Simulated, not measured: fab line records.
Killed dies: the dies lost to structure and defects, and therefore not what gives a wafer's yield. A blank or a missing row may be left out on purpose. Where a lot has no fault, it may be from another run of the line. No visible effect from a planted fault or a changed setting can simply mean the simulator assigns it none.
Struck lot and sound lot, side by side | flow n5 finfet | 39 out of 1938 route steps
Sound: wafers L871.2, L871.4, L871.6. Wafers L878.1, L878.3, L878.4 were the ones struck. At the end, the cause is stated.
Per side, at each step with rows, come the tool, then ch with its chambers, and then its first start. Under that, the readings that differ: sound wafers | struck wafers | difference of the means | sigmas: that difference in standard deviations of wafers without a fault.
alike: same words and numbers on both sides, and readings whose means sit less than 2 such deviations apart. not compared: any withheld reading, any reading some wafer has no value for, any bound like >300 that may hide the same value, and any number with overlapping values for which the record gives no deviation.
Wherever a step has rows on one side only, a row that says differs or no value, or a row with sigmas, the two part there. Numbers that don't overlap but have no deviation are shown without sigmas and don't part them. Lack of a reading on every wafer of one side parts them only where that side has two or more wafers.

first, 11 steps without rows for these wafers: N5_PMOS_HMC_CHANNEL_EPI_STRIP_33 (strips in N2/H2); N5_PMOS_HMC_CHANNEL_EPI_STRIP_17 (strips in SPM, time 750 s); N5_PMOS_HMC_CHANNEL_EPI_ETCH_38 (etches SiO2 in CF4, target depth 1.5 nm); N5_PMOS_HMC_CHANNEL_EPI_FIN_RECESS_16 (chemistry HBr/Cl2, target Si, target depth 54 nm, time 18 s); N5_PMOS_HMC_CHANNEL_EPI_PRECLEAN_36 (cleans in O3/DIW, time 45 s); N5_PMOS_HMC_CHANNEL_EPI_PRECLEAN_18 (cleans in DHF, time 30 s); N5_PMOS_HMC_CHANNEL_EPI_SRD_19 (time 30 s); N5_PMOS_HMC_CHANNEL_EPI_EPI_20 (deposits SiGe30, target thk 59 nm); N5_PMOS_HMC_CHANNEL_EPI_HM_STRIP_35 (strips SiO2 in dHF, material SiO2, target depth 39.6 nm, time 216 s); N5_PMOS_HMC_CHANNEL_EPI_SRD_39 (time 30 s); N5_PMOS_HMC_CHANNEL_EPI_CMP_21 (polishes SiGe30, target thk 54 nm).
N5_PMOS_HMC_CHANNEL_EPI_PRECLEAN_40: cleans in DHF, time 30 s.
  sound on wet bench-04 ch 4,5,6, day 3 08:14; struck on wet bench-04 ch 1,4,6, day 5 01:41
  alike: temp c
then, 4 steps without rows for these wafers: N5_PMOS_HMC_CHANNEL_EPI_PRECLEAN_37 (cleans in O3/DIW, time 45 s); N5_PMOS_HMC_CHANNEL_EPI_PRECLEAN_24 (cleans in DHF, time 30 s); N5_PMOS_HMC_CHANNEL_EPI_SRD_25 (time 30 s); N5_PMOS_HMC_CHANNEL_EPI_EPI_26 (deposits Si from SiH4/H2, target thk 3.8 nm, time 22.7 s).
N5_PMOS_HMC_CHANNEL_EPI_INSPECT_30: inspects for defects (darkfield).
  struck on defect inspect-02, day 5 02:22; sound on defect inspect-02, day 3 08:48
  reading          | sound    | struck         | difference | sigmas
  raw defect count | 13 23 32 | 1212 1210 1236 | +1197      | +99 or more
then, 19 steps without rows for these wafers: N5_FIN_SAQP_PRECLEAN_42 (cleans in O3/DIW, time 60 s); N5_FIN_SAQP_PRECLEAN_00 (cleans in SC1, time 60 s); N5_FIN_SAQP_PRECLEAN_44 (cleans in SC2, time 45 s); N5_FIN_SAQP_SRD_01 (time 30 s); N5_FIN_SAQP_ALD_61 (deposits SiO2, target thk 4 nm, pulse time 1 s, purge time 2 s); N5_FIN_SAQP_DENSIFY_62 (time 60 s); N5_FIN_SAQP_HM_DEP_03 (deposits SiNx from SiH4/NH3/N2, target thk 38 nm, time 33.6 s); N5_FIN_SAQP_PECVD_47 (deposits a-Si from SiH4/He, target thk 45 nm, time 36.3 s); N5_FIN_SAQP_PECVD_48 (deposits SiNx from SiH4/NH3/N2, target thk 25 nm, time 22.1 s); N5_FIN_SAQP_PECVD_06 (deposits a-Si from SiH4/He, target thk 60 nm, time 48.1 s); N5_FIN_SAQP_HM_DEP_72 (deposits SiO2 from SiH4/N2O, target thk 12 nm, time 7.2 s); N5_FIN_SAQP_COAT_49 (time 60 s, resist thk 100 nm); N5_FIN_SAQP_COAT_50 (time 60 s, resist thk 35 nm); N5_FIN_SAQP_COAT_10 (resist thk 90 nm); N5_FIN_SAQP_EBR_12; N5_FIN_SAQP_SOFTBAKE_11 (time 60 s); N5_FIN_SAQP_EXPOSE_13 (exposes mask FIN CORE, target cd 35.6 nm); N5_FIN_SAQP_PEB_14 (peb time 60 s); N5_FIN_SAQP_DEVELOP_15 (develop time 30 s).
N5_FIN_SAQP_INSPECT_18: inspects for defects (brightfield).
  struck on defect inspect-01, day 5 03:52; sound on defect inspect-01, day 3 10:11
  reading          | sound       | struck         | difference | sigmas
  raw defect count | 313 443 313 | 1849 1562 1525 | +1289      | +11
N5_FIN_SAQP_INSPECT_40: inspects for defects (brightfield).
  struck on defect inspect-01, day 5 08:30; sound on defect inspect-02, day 3 15:19
  reading          | sound       | struck         | difference | sigmas
  raw defect count | 351 303 272 | 1384 1396 1410 | +1088      | +16
-- record jumps: 10 days separate the struck wafers' starts on either side; left off in module FIN_SAQP, taken up again in module PASSIVATION, whose first shown step is the route's number 1936 --
N5_PASSIVATION_PROBE_49:
  rows exist in the record for the struck wafers here (prober-02, day 15 13:15), but not for the sound ones

WHERE THEY PART
Earliest at N5_PMOS_HMC_CHANNEL_EPI_INSPECT_30; latest, in this record, at N5_PASSIVATION_PROBE_49.

WHY: whatever the simulator had introduced
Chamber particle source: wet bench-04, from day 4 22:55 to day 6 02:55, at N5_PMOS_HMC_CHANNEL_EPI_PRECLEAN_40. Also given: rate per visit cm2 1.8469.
